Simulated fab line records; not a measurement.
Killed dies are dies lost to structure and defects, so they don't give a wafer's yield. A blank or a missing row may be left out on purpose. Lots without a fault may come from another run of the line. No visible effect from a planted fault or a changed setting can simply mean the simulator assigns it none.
Split-lot trial :: flow n5 finfet :: 21 wafers read from 7 lots, route of 1938 steps

THE SPLIT
At N5_DUMMY_GATE_DESCUM_20 (chemistry O2, time 6.2 s), the setting time s was moved away from the recipe's 6.2 s on 6 of the 21 wafers read, by -22.5% to +11.5%. All remaining wafers had this setting at the recipe value.

The reading is taken at the split's own step.

THE READING
CAR-EUV_of_DUMMY_GATE_COAT_09.thk nm (the simulator's own value, which no gauge read), in nm, at N5_DUMMY_GATE_DESCUM_20 (chemistry O2, time 6.2 s). The file does not state a usual value for it. Across the 15 wafers here that went through the recipe, the average is 26.4 nm and the standard deviation 0.13 nm.

wafer: L075.1
tool, chamber at the split: rie diel-03, 3,0
time s as run, s: 6.2
against the recipe: recipe
CAR-EUV_of_DUMMY_GATE_COAT_09.thk nm, nm: 26.4
against lot-mates on the recipe: -

wafer: L075.4
tool, chamber at the split: rie diel-03, 3,0
time s as run, s: 6.2
against the recipe: recipe
CAR-EUV_of_DUMMY_GATE_COAT_09.thk nm, nm: 26.4
against lot-mates on the recipe: -

wafer: L075.3
tool, chamber at the split: rie diel-03, 2
time s as run, s: 5.454
against the recipe: -12.0%
CAR-EUV_of_DUMMY_GATE_COAT_09.thk nm, nm: 26.6
against lot-mates on the recipe: +0.2

wafer: L077.2
tool, chamber at the split: rie diel-02, 1,0
time s as run, s: 5.172
against the recipe: -16.6%
CAR-EUV_of_DUMMY_GATE_COAT_09.thk nm, nm: 27
against lot-mates on the recipe: +0.4

wafer: L077.3
tool, chamber at the split: rie diel-02, 1,0
time s as run, s: 5.172
against the recipe: -16.6%
CAR-EUV_of_DUMMY_GATE_COAT_09.thk nm, nm: 27
against lot-mates on the recipe: +0.4

wafer: L077.6
tool, chamber at the split: rie diel-02, 2
time s as run, s: 6.2
against the recipe: recipe
CAR-EUV_of_DUMMY_GATE_COAT_09.thk nm, nm: 26.6
against lot-mates on the recipe: -

wafer: L078.2
tool, chamber at the split: rie diel-03, 3,2
time s as run, s: 6.2
against the recipe: recipe
CAR-EUV_of_DUMMY_GATE_COAT_09.thk nm, nm: 26.2
against lot-mates on the recipe: -

wafer: L078.5
tool, chamber at the split: rie diel-03, 3,2
time s as run, s: 6.2
against the recipe: recipe
CAR-EUV_of_DUMMY_GATE_COAT_09.thk nm, nm: 26.2
against lot-mates on the recipe: -

wafer: L078.4
tool, chamber at the split: rie diel-03, 2
time s as run, s: 6.2
against the recipe: recipe
CAR-EUV_of_DUMMY_GATE_COAT_09.thk nm, nm: 26.4
against lot-mates on the recipe: -

wafer: L082.2
tool, chamber at the split: rie diel-03, 0
time s as run, s: 6.2
against the recipe: recipe
CAR-EUV_of_DUMMY_GATE_COAT_09.thk nm, nm: 26.6
against lot-mates on the recipe: -

wafer: L082.4
tool, chamber at the split: rie diel-03, 3
time s as run, s: 4.907
against the recipe: -20.9%
CAR-EUV_of_DUMMY_GATE_COAT_09.thk nm, nm: 27
against lot-mates on the recipe: +0.5

wafer: L082.6
tool, chamber at the split: rie diel-03, 2
time s as run, s: 6.2
against the recipe: recipe
CAR-EUV_of_DUMMY_GATE_COAT_09.thk nm, nm: 26.4
against lot-mates on the recipe: -

wafer: L084.1
tool, chamber at the split: rie diel-03, 1,0
time s as run, s: 6.2
against the recipe: recipe
CAR-EUV_of_DUMMY_GATE_COAT_09.thk nm, nm: 26.6
against lot-mates on the recipe: -

wafer: L084.3
tool, chamber at the split: rie diel-03, 1,0
time s as run, s: 6.2
against the recipe: recipe
CAR-EUV_of_DUMMY_GATE_COAT_09.thk nm, nm: 26.6
against lot-mates on the recipe: -

wafer: L084.6
tool, chamber at the split: rie diel-03, 3
time s as run, s: 4.806
against the recipe: -22.5%
CAR-EUV_of_DUMMY_GATE_COAT_09.thk nm, nm: 27.2
against lot-mates on the recipe: +0.6

wafer: L091.1
tool, chamber at the split: rie diel-02, 3,0
time s as run, s: 6.2
against the recipe: recipe
CAR-EUV_of_DUMMY_GATE_COAT_09.thk nm, nm: 26.4
against lot-mates on the recipe: -

wafer: L091.3
tool, chamber at the split: rie diel-02, 3,0
time s as run, s: 6.2
against the recipe: recipe
CAR-EUV_of_DUMMY_GATE_COAT_09.thk nm, nm: 26.4
against lot-mates on the recipe: -

wafer: L091.2
tool, chamber at the split: rie diel-02, 1
time s as run, s: 6.913
against the recipe: +11.5%
CAR-EUV_of_DUMMY_GATE_COAT_09.thk nm, nm: 26
against lot-mates on the recipe: -0.4

wafer: L095.3
tool, chamber at the split: rie diel-01, 3
time s as run, s: 6.2
against the recipe: recipe
CAR-EUV_of_DUMMY_GATE_COAT_09.thk nm, nm: 26.6
against lot-mates on the recipe: -

wafer: L095.5
tool, chamber at the split: rie diel-01, 3,2
time s as run, s: 6.2
against the recipe: recipe
CAR-EUV_of_DUMMY_GATE_COAT_09.thk nm, nm: 26.4
against lot-mates on the recipe: -

wafer: L095.6
tool, chamber at the split: rie diel-01, 3,2
time s as run, s: 6.2
against the recipe: recipe
CAR-EUV_of_DUMMY_GATE_COAT_09.thk nm, nm: 26.4
against lot-mates on the recipe: -
The file does not say which wafer passed through which chamber wherever a row lists several chambers: such a row stands for several wafers.

THE FIT
A straight line over all 21 wafers: CAR-EUV_of_DUMMY_GATE_COAT_09.thk nm changes by -0.0313 nm for each +1% of time s; r = -0.90; the points scatter about the line by 0.13 nm.
The same after taking each lot's own level away (the mean of its wafers on the recipe; 21 wafers): -0.0256 nm for each +1%; r = -0.95; scatter 0.071 nm.
On that fit, the largest move of time s shifts the reading by 0.57 nm.
From 26.27 to 26.60 nm: that is the span of the lots' own levels, equal to 2.6 times the standard deviation above.
So the lot-to-lot level changes the slope: the two fits differ.
Check: with one of the wafers moved furthest among these (-22.5%) left out of the fit, the line predicts +0.547 nm for it against its lot-mates. Against them it came out at +0.6 nm.

THE OTHER SPLITS THESE WAFERS WENT THROUGH
Note: prior to the reading, these wafers also went through further splits. Each is held against what the fit with the lots' levels taken away leaves over:
other split on the same wafers: N5_ZERO_LAYER_PECVD_02 time s
wafers away from the commonest value: 10
r with CAR-EUV_of_DUMMY_GATE_COAT_09.thk nm (lot level and that fit taken away): -0.05

other split on the same wafers: N5_ZERO_LAYER_COAT_05 spin rpm
wafers away from the commonest value: 4
r with CAR-EUV_of_DUMMY_GATE_COAT_09.thk nm (lot level and that fit taken away): +0.28

other split on the same wafers: N5_ZERO_LAYER_DEVELOP_10 develop time s
wafers away from the commonest value: 6
r with CAR-EUV_of_DUMMY_GATE_COAT_09.thk nm (lot level and that fit taken away): +0.04

other split on the same wafers: N5_WELL_APT_COAT_02 spin rpm
wafers away from the commonest value: 5
r with CAR-EUV_of_DUMMY_GATE_COAT_09.thk nm (lot level and that fit taken away): +0.22

other split on the same wafers: N5_FIN_SAQP_COAT_50 spin rpm
wafers away from the commonest value: 7
r with CAR-EUV_of_DUMMY_GATE_COAT_09.thk nm (lot level and that fit taken away): -0.02

other split on the same wafers: N5_FIN_SAQP_PEB_14 peb time s
wafers away from the commonest value: 10
r with CAR-EUV_of_DUMMY_GATE_COAT_09.thk nm (lot level and that fit taken away): -0.33

other split on the same wafers: N5_FIN_CUT_COAT_02 spin rpm
wafers away from the commonest value: 9
r with CAR-EUV_of_DUMMY_GATE_COAT_09.thk nm (lot level and that fit taken away): -0.10

other split on the same wafers: N5_FIN_CUT_EXPOSE_05 dose mj
wafers away from the commonest value: 9
r with CAR-EUV_of_DUMMY_GATE_COAT_09.thk nm (lot level and that fit taken away): -0.20

FILE'S OWN FIT
CAR-EUV_of_DUMMY_GATE_COAT_09.thk nm changes by -0.0252 nm for each +1% of time s, r = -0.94.
